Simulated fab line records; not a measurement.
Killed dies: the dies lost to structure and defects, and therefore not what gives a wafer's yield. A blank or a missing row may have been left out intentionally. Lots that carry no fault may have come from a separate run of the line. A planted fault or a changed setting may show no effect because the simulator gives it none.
Chamber matching | flow nand harc | NHARC_A_WL_FILL_ALD_00 on ald hk-04: 4 sister chambers
The step deposits Al2O3, target thk 3 nm, pulse time 3 s, ald cycles 30. 15 wafers are shown with their chamber, then 7 later ones without.

WAFERS, EACH WITH ITS CHAMBER
wafer  | chamber | heater power w (W) | precursor pulse height rel
L386.1 | 3       | 435                | 1.004
L386.4 | 2       | 421                | 1.009
L386.5 | 0       | 407                | 0.979
L385.3 | 0       | 405                | 0.967
L385.5 | 3       | 415                | 1.009
L385.6 | 2       | 434                | 1.026
L387.2 | 1       | 479                | 0.978
L387.3 | 0       | 410                | 0.986
L390.3 | 2       | 420                | 0.994
L390.5 | 3       | 431                | 0.996
L394.1 | 0       | 389                | 0.993
L394.3 | 3       | 437                | 0.983
L394.5 | 3       | 438                | 0.974
L397.4 | 0       | 406                | 0.980
L397.5 | 2       | 434                | 1.025

SIGNATURES, as means of the wafers listed above
reading                    | chamber 0 | chamber 1 | chamber 2 | chamber 3 | scatter within a chamber
heater power w             | 403.40    | 479.00    | 427.25    | 431.20    | 8.6
precursor pulse height rel | 0.98100   | 0.97800   | 1.01350   | 0.99320   | 0.0132
Rule: for a wafer and a chamber, the distance is found by dividing, reading by reading, the gap between the wafer's reading and the chamber's mean by the reading's scatter, squaring, summing and taking the root. The wafer belongs to the nearest chamber; if the next one is less than 2 further off, it can't be placed. The scatter: the root of (the sum of the squares of (reading less its chamber's mean) over the shown wafers, divided by (wafers less chambers)).

WAFERS MISSING THEIR CHAMBER
wafer  | heater power w (W) | precursor pulse height rel
L397.6 | 487                | 1.002
L401.1 | 439                | 0.990
L401.3 | 396                | 0.986
L401.5 | 444                | 0.980
L402.1 | 402                | 0.971
L402.4 | 433                | 1.012
L402.6 | 429                | 1.026

THE CHAMBER EACH PASSED THROUGH
wafer  | from the rows above     | in truth
L397.6 | 1                       | 1
L401.1 | can't be placed: 3 or 2 | 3
L401.3 | 0                       | 0
L401.5 | can't be placed: 3 or 2 | 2
L402.1 | 0                       | 0
L402.4 | can't be placed: 2 or 3 | 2
L402.6 | can't be placed: 2 or 3 | 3
Correctly placed: 3 of 7. From these rows, 4 cannot be placed; in 4 the true chamber is one of the candidates. Wrongly placed: 0.
